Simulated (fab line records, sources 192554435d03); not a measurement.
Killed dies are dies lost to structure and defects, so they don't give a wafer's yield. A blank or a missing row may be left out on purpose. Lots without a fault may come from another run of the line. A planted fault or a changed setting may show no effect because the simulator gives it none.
A struck lot beside a sound one | flow n5_finfet | 22 steps out of a route of 1938
Sound: wafers L586.2, L586.4, L586.5. Struck: wafer L599.3. (L599.1, L599.6 of the same lot were not struck and are left out.) The cause comes at the end.
At each step with rows: each side's tool, then ch and its chambers, then its first start. Under that, the readings that differ: sound wafers | struck wafers | difference of the means | sigmas: that difference in standard deviations of wafers without a fault.
alike: readings whose means differ by less than 2 such deviations, and words and numbers that are the same on both sides. not compared: withheld readings, readings that some wafer has no value for, bounds like >300 that may hide the same value, and numbers for which the record gives no deviation and whose values overlap.
The two part at a step that has a row with sigmas, a row that says differs or no value, or rows on one side only. Numbers that don't overlap but have no deviation are shown without sigmas and don't part them. A reading that every wafer of one side lacks parts them only if that side has two wafers or more.

first, 1 step without rows for these wafers: N5_MIM_BOT_ETCH_ETCH_03 (etches the open film in Cl2/BCl3, target depth 12 nm).
N5_MIM_BOT_ETCH_ETCH_00: etches TiN in Cl2/BCl3, target depth 45.5 nm.
  sound on rie_metal-03 ch 0,1, day 14 12:33; struck on rie_metal-02 ch 1, day 16 23:22
  alike: bcl3_flow_sccm, drypump_motor_current_A, oes_product_au, throttle_valve_pct
  not compared: rf_hours_counter_h
N5_MIM_BOT_ETCH_STRIP_01: strips in O2.
  sound on rie_diel-03 ch 0,2, day 14 12:42; struck on rie_diel-03 ch 1, day 16 23:30
  reading                         | sound          | struck | difference | sigmas
  showerhead_plenum_p_Torr (Torr) | 2.21 2.11 2.21 | 2.03   | -0.15      | -2
  alike: drypump_motor_current_A, oes_product_au, rf_vpp_V, temp_c, throttle_valve_pct
  not compared: rf_hours_counter_h
then, 3 steps without rows for these wafers: N5_MIM_BOT_ETCH_STRIP_02 (strips in post etch residue remover, time 1200 s); N5_MIM_BOT_ETCH_CLEAN_05 (cleans in IPA, time 180 s); N5_MIM_BOT_ETCH_SRD_06 (time 30 s).
N5_PASSIVATION_PECVD_55: deposits SiO2 from SiH4/N2O, target thk 400 nm, time 22.5 s.
  sound on pecvd-03 ch 0,1, day 14 13:12; struck on pecvd-01 ch 2, day 17 00:00
  reading                         | sound          | struck | difference | sigmas
  showerhead_plenum_p_Torr (Torr) | 8.05 8.10 8.05 | 8.29   | +0.22      | +2
  throttle_valve_pct (%)          | 53.7 57.9 53.4 | 49.0   | -6.0       | -2
  alike: heater_power_outer_w, heater_power_w, showerhead_vpp_V
N5_PASSIVATION_PECVD_01: deposits SiNx from SiH4/NH3/N2, target thk 200 nm, time 43.2 s.
  sound on pecvd-03 ch 0,1, day 14 13:14; struck on pecvd-01 ch 2, day 17 00:02
  reading                | sound          | struck | difference | sigmas
  throttle_valve_pct (%) | 30.5 33.1 30.0 | 27.8   | -3.4       | -2
  alike: heater_power_outer_w, heater_power_w, showerhead_plenum_p_Torr, showerhead_vpp_V
then, 4 steps without rows for these wafers: N5_PASSIVATION_HMDS_03 (time 60 s); N5_PASSIVATION_COAT_04; N5_PASSIVATION_EBR_06; N5_PASSIVATION_SOFTBAKE_05 (time 90 s).
N5_PASSIVATION_EXPOSE_07: exposes mask TV, defocus 0 nm, target cd 3000 nm.
  sound on krf_scanner-01 ch 0, day 14 14:25; struck on krf_scanner-01 ch 0, day 17 00:33
  alike: mask, focus_offset_nm
then, 3 steps without rows for these wafers: N5_PASSIVATION_PEB_08; N5_PASSIVATION_DEVELOP_09 (develop time 60 s); N5_PASSIVATION_HARDBAKE_11 (time 120 s).
N5_PASSIVATION_CD_MEAS_10: target cd 3000 nm.
  sound on cd_sem-03 ch 0, day 14 14:35; struck on cd_sem-02 ch 0, day 17 00:44
  reading    | sound          | struck | difference | sigmas
  cd_nm (nm) | 2998 2995 2998 | 3017   | +20        | +6
N5_PASSIVATION_OVL_MEAS_60:
  sound on overlay-02 ch 0, day 14 14:37; struck on overlay-02 ch 0, day 17 00:46
  alike: TV_OVL
N5_PASSIVATION_INSPECT_61: inspects for defects (macro).
  sound on defect_inspect-02, day 14 14:39; struck on defect_inspect-02, day 17 00:47
  alike: raw_defect_count
N5_PASSIVATION_DESCUM_12: chemistry O2, time 7.9 s.
  sound on rie_diel-04 ch 1,2,3, day 14 14:44; struck on rie_diel-04 ch 1, day 17 01:11
  reading                   | sound          | struck | difference | sigmas
  model.TV_LITHO.cd_nm (nm) | 2998 2995 2999 | 3017   | +20        |
  alike: drypump_motor_current_A, oes_product_au, rf_vpp_V, showerhead_plenum_p_Torr, temp_c, throttle_valve_pct
  not compared: rf_hours_counter_h
N5_PASSIVATION_PASS_ETCH_74: etches SiNx in CF4/O2, target depth 220 nm, time 110 s.
  sound on rie_diel-04 ch 1,2,3, day 14 14:47; struck on rie_diel-04 ch 1, day 17 01:14
  alike: drypump_motor_current_A, oes_product_au, rf_vpp_V, showerhead_plenum_p_Torr, throttle_valve_pct
  not compared: rf_hours_counter_h
then, 1 step without rows for these wafers: N5_PASSIVATION_PROBE_49.

WHERE THEY PART
First at N5_MIM_BOT_ETCH_STRIP_01; last, within this record, at N5_PASSIVATION_CD_MEAS_10. Later steps at which nothing parts them and some readings are alike: N5_PASSIVATION_OVL_MEAS_60, N5_PASSIVATION_INSPECT_61, N5_PASSIVATION_DESCUM_12, N5_PASSIVATION_PASS_ETCH_74.

WHY: what the simulator had put in
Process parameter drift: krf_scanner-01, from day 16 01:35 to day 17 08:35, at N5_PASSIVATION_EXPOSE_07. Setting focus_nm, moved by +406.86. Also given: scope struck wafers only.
